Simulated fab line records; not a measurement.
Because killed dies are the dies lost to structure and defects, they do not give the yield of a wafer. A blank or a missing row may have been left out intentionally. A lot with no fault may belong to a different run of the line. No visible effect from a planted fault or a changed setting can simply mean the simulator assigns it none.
Which tool is to blame? || flow n5_finfet || 27 wafers from 9 lots sampled at 4 of the route's 1938 steps

## WHAT THE GAUGES READ, wafer by wafer
N5_SD_EPI_N_EPI_MEAS_23.
{"lot": "L487", "measured": "day 3 05:46", "on": "film_metro-01", "thk_nm (nm)": "61.4 56.1 59.4"}
{"lot": "L488", "measured": "day 3 10:51", "on": "film_metro-02", "thk_nm (nm)": "59.8 58.1 59.5"}
{"lot": "L490", "measured": "day 4 02:21", "on": "film_metro-02", "thk_nm (nm)": "55.8 58.0 55.8"}
{"lot": "L492", "measured": "day 4 11:23", "on": "film_metro-02", "thk_nm (nm)": "59.3 57.8 58.2"}
{"lot": "L501", "measured": "day 6 19:42", "on": "film_metro-01", "thk_nm (nm)": "62.4 62.8 61.9"}
{"lot": "L505", "measured": "day 7 18:23", "on": "film_metro-01", "thk_nm (nm)": "64.0 62.0 62.7"}
{"lot": "L507", "measured": "day 8 04:35", "on": "film_metro-01", "thk_nm (nm)": "60.9 57.8 58.7"}
{"lot": "L509", "measured": "day 8 17:35", "on": "film_metro-02", "thk_nm (nm)": "57.6 58.4 57.0"}
{"lot": "L510", "measured": "day 8 22:05", "on": "film_metro-02", "thk_nm (nm)": "57.9 59.8 58.4"}

## EACH LOT AND THE TOOL THAT RAN IT (in order: tool; ch and the chambers of the sampled wafers; start)
{"lot": "L487", "N5_SPACER0_ALD_08": "ald_sin-04 ch 1,3, day 3 01:43", "N5_SD_EPI_N_VAPOR_ETCH_50": "epi_rpcvd-02 ch 0, day 3 03:56", "N5_SD_EPI_N_EPI_21": "epi_rpcvd-02 ch 0, day 3 04:37"}
{"lot": "L488", "N5_SPACER0_ALD_08": "ald_sin-04 ch 0,1,2, day 3 06:12", "N5_SD_EPI_N_VAPOR_ETCH_50": "epi_rpcvd-03 ch 0, day 3 08:20", "N5_SD_EPI_N_EPI_21": "epi_rpcvd-03 ch 0, day 3 08:34"}
{"lot": "L490", "N5_SPACER0_ALD_08": "ald_sin-04 ch 0,1,2, day 3 19:03", "N5_SD_EPI_N_VAPOR_ETCH_50": "epi_rpcvd-04 ch 0, day 3 23:50", "N5_SD_EPI_N_EPI_21": "epi_rpcvd-04 ch 0, day 4 00:04"}
{"lot": "L492", "N5_SPACER0_ALD_08": "ald_sin-04 ch 0,1,3, day 4 07:19", "N5_SD_EPI_N_VAPOR_ETCH_50": "epi_rpcvd-02 ch 0, day 4 09:31", "N5_SD_EPI_N_EPI_21": "epi_rpcvd-02 ch 0, day 4 09:57"}
{"lot": "L501", "N5_SPACER0_ALD_08": "ald_sin-03 ch 1,2,3, day 6 15:24", "N5_SD_EPI_N_VAPOR_ETCH_50": "epi_rpcvd-04 ch 0, day 6 17:49", "N5_SD_EPI_N_EPI_21": "epi_rpcvd-04 ch 0, day 6 17:59"}
{"lot": "L505", "N5_SPACER0_ALD_08": "ald_sin-01 ch 0,2,3, day 7 13:42", "N5_SD_EPI_N_VAPOR_ETCH_50": "epi_rpcvd-04 ch 0, day 7 16:29", "N5_SD_EPI_N_EPI_21": "epi_rpcvd-04 ch 0, day 7 16:40"}
{"lot": "L507", "N5_SPACER0_ALD_08": "ald_sin-01 ch 1,2,3, day 7 23:44", "N5_SD_EPI_N_VAPOR_ETCH_50": "epi_rpcvd-03 ch 0, day 8 02:09", "N5_SD_EPI_N_EPI_21": "epi_rpcvd-03 ch 0, day 8 03:04"}
{"lot": "L509", "N5_SPACER0_ALD_08": "ald_sin-01 ch 0,2, day 8 12:41", "N5_SD_EPI_N_VAPOR_ETCH_50": "epi_rpcvd-02 ch 0, day 8 15:07", "N5_SD_EPI_N_EPI_21": "epi_rpcvd-02 ch 0, day 8 15:41"}
{"lot": "L510", "N5_SPACER0_ALD_08": "ald_sin-03 ch 0,2,3, day 8 17:26", "N5_SD_EPI_N_VAPOR_ETCH_50": "epi_rpcvd-03 ch 0, day 8 19:36", "N5_SD_EPI_N_EPI_21": "epi_rpcvd-03 ch 0, day 8 20:11"}
- N5_SPACER0_ALD_08: deposits SiNx, target thk 2 nm.
- N5_SD_EPI_N_VAPOR_ETCH_50: etches Si in HCl, time 54 s.
- N5_SD_EPI_N_EPI_21: deposits Si:P, time 690 s.

## THE ANSWER, worked out from the rows above alone
Rule: the usual values come from the lots themselves. The widest of any qualifying gaps counts: lots, ordered by their means at a reading, are off when they make up no more than a third of the lots, leave a main group of 4 or more, and stand apart from it by 3 or more times the standard deviation of that group's means. The tables above print the reading to a certain number of digits; a main group whose means all agree to those digits is not used. Also off: a lot with no number at a reading for which 4 or more lots have one. Any other lot the step has rows for is counted as sound.
Off: L501, L505, at N5_SD_EPI_N_EPI_MEAS_23 (thk_nm). Mean 58.4 nm and standard deviation 0.89 in the main group.
If a tool, at a process step before that reading, ran all the lots that are off and no sound lot after the first of them, it fits. The gauges at N5_SD_EPI_N_EPI_MEAS_23 are tried like those tools. One fits: epi_rpcvd-04 at N5_SD_EPI_N_VAPOR_ETCH_50 and N5_SD_EPI_N_EPI_21. At N5_SD_EPI_N_VAPOR_ETCH_50 its last sound lot is L490 (day 3 23:50), its first lot that is off L501 (day 6 17:49): a fault that began between those two fits.

## WHAT THE SIMULATOR HAD PUT IN
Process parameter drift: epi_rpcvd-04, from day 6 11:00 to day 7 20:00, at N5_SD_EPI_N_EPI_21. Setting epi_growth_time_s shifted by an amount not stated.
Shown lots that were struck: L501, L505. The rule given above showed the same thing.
